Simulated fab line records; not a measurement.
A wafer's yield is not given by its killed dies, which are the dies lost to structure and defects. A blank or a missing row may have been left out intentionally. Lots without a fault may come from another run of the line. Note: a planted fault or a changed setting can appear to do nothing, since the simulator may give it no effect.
Matching of chambers || flow n5-finfet || N5_BEOL_M4_ETCH_70 on rie-diel-05: 4 sister chambers
The step etches SOC in N2/H2, target depth 80 nm, overetch 24 nm, time 130 s. 14 wafers are shown with their chamber, then 7 later ones without.

## WAFERS PAIRED WITH THEIR CHAMBERS
{"wafer": "L087.1", "chamber": 2, "throttle-valve-pct (%)": 18.01, "showerhead-plenum-p-Torr (Torr)": 2.63, "oes-product-au (a.u.)": 0.54}
{"wafer": "L087.2", "chamber": 0, "throttle-valve-pct (%)": 17.71, "showerhead-plenum-p-Torr (Torr)": 2.56, "oes-product-au (a.u.)": 0.59}
{"wafer": "L087.5", "chamber": 2, "throttle-valve-pct (%)": 18.02, "showerhead-plenum-p-Torr (Torr)": 2.63, "oes-product-au (a.u.)": 0.53}
{"wafer": "L086.2", "chamber": 2, "throttle-valve-pct (%)": 18.02, "showerhead-plenum-p-Torr (Torr)": 2.63, "oes-product-au (a.u.)": 0.53}
{"wafer": "L086.4", "chamber": 0, "throttle-valve-pct (%)": 17.69, "showerhead-plenum-p-Torr (Torr)": 2.56, "oes-product-au (a.u.)": 0.59}
{"wafer": "L086.5", "chamber": 1, "throttle-valve-pct (%)": 17.57, "showerhead-plenum-p-Torr (Torr)": 2.47, "oes-product-au (a.u.)": 0.65}
{"wafer": "L076.3", "chamber": 0, "throttle-valve-pct (%)": 17.71, "showerhead-plenum-p-Torr (Torr)": 2.56, "oes-product-au (a.u.)": 0.59}
{"wafer": "L076.4", "chamber": 3, "throttle-valve-pct (%)": 17.34, "showerhead-plenum-p-Torr (Torr)": 2.47, "oes-product-au (a.u.)": 0.64}
{"wafer": "L076.6", "chamber": 0, "throttle-valve-pct (%)": 17.68, "showerhead-plenum-p-Torr (Torr)": 2.56, "oes-product-au (a.u.)": 0.59}
{"wafer": "L088.2", "chamber": 2, "throttle-valve-pct (%)": 18.03, "showerhead-plenum-p-Torr (Torr)": 2.62, "oes-product-au (a.u.)": 0.52}
{"wafer": "L088.3", "chamber": 3, "throttle-valve-pct (%)": 17.37, "showerhead-plenum-p-Torr (Torr)": 2.47, "oes-product-au (a.u.)": 0.63}
{"wafer": "L088.6", "chamber": 3, "throttle-valve-pct (%)": 17.37, "showerhead-plenum-p-Torr (Torr)": 2.47, "oes-product-au (a.u.)": 0.63}
{"wafer": "L093.2", "chamber": 1, "throttle-valve-pct (%)": 17.58, "showerhead-plenum-p-Torr (Torr)": 2.46, "oes-product-au (a.u.)": 0.64}
{"wafer": "L093.4", "chamber": 3, "throttle-valve-pct (%)": 17.38, "showerhead-plenum-p-Torr (Torr)": 2.46, "oes-product-au (a.u.)": 0.62}

SIGNATURES (averages over the wafers above)
{"reading": "throttle-valve-pct", "chamber 0": 17.6975, "chamber 1": 17.5750, "chamber 2": 18.0200, "chamber 3": 17.3650, "scatter within a chamber": 0.0135}
{"reading": "showerhead-plenum-p-Torr", "chamber 0": 2.5600, "chamber 1": 2.4650, "chamber 2": 2.6275, "chamber 3": 2.4675, "scatter within a chamber": 0.00447}
{"reading": "oes-product-au", "chamber 0": 0.5900, "chamber 1": 0.6450, "chamber 2": 0.5300, "chamber 3": 0.6300, "scatter within a chamber": 0.00671}
Rule: distance of a wafer from a chamber = root of the sum over the readings of ((wafer's reading minus chamber's mean) / reading's scatter) squared. If the next closest chamber is less than 2 further off than the closest, the wafer can't be placed; otherwise it belongs to the closest. How the scatter is found: for the shown wafers, subtract from each reading the mean of its chamber, square and add these, divide the total by (wafers less chambers), then take the root.

## WAFERS MISSING THEIR CHAMBER
{"wafer": "L093.6", "throttle-valve-pct (%)": 17.38, "showerhead-plenum-p-Torr (Torr)": 2.46, "oes-product-au (a.u.)": 0.63}
{"wafer": "L094.1", "throttle-valve-pct (%)": 18.04, "showerhead-plenum-p-Torr (Torr)": 2.62, "oes-product-au (a.u.)": 0.53}
{"wafer": "L094.3", "throttle-valve-pct (%)": 17.39, "showerhead-plenum-p-Torr (Torr)": 2.46, "oes-product-au (a.u.)": 0.63}
{"wafer": "L094.4", "throttle-valve-pct (%)": 17.60, "showerhead-plenum-p-Torr (Torr)": 2.46, "oes-product-au (a.u.)": 0.63}
{"wafer": "L097.1", "throttle-valve-pct (%)": 17.37, "showerhead-plenum-p-Torr (Torr)": 2.46, "oes-product-au (a.u.)": 0.62}
{"wafer": "L097.5", "throttle-valve-pct (%)": 17.59, "showerhead-plenum-p-Torr (Torr)": 2.46, "oes-product-au (a.u.)": 0.63}
{"wafer": "L097.6", "throttle-valve-pct (%)": 17.72, "showerhead-plenum-p-Torr (Torr)": 2.56, "oes-product-au (a.u.)": 0.58}

## WHICH CHAMBER EACH WENT THROUGH
{"wafer": "L093.6", "from the rows above": 3, "in truth": 3}
{"wafer": "L094.1", "from the rows above": 2, "in truth": 2}
{"wafer": "L094.3", "from the rows above": 3, "in truth": 3}
{"wafer": "L094.4", "from the rows above": 1, "in truth": 1}
{"wafer": "L097.1", "from the rows above": 3, "in truth": 3}
{"wafer": "L097.5", "from the rows above": 1, "in truth": 1}
{"wafer": "L097.6", "from the rows above": 0, "in truth": 0}
Correct placement for 7 of the 7. Number that these rows cannot place: 0. Placed wrongly: 0.
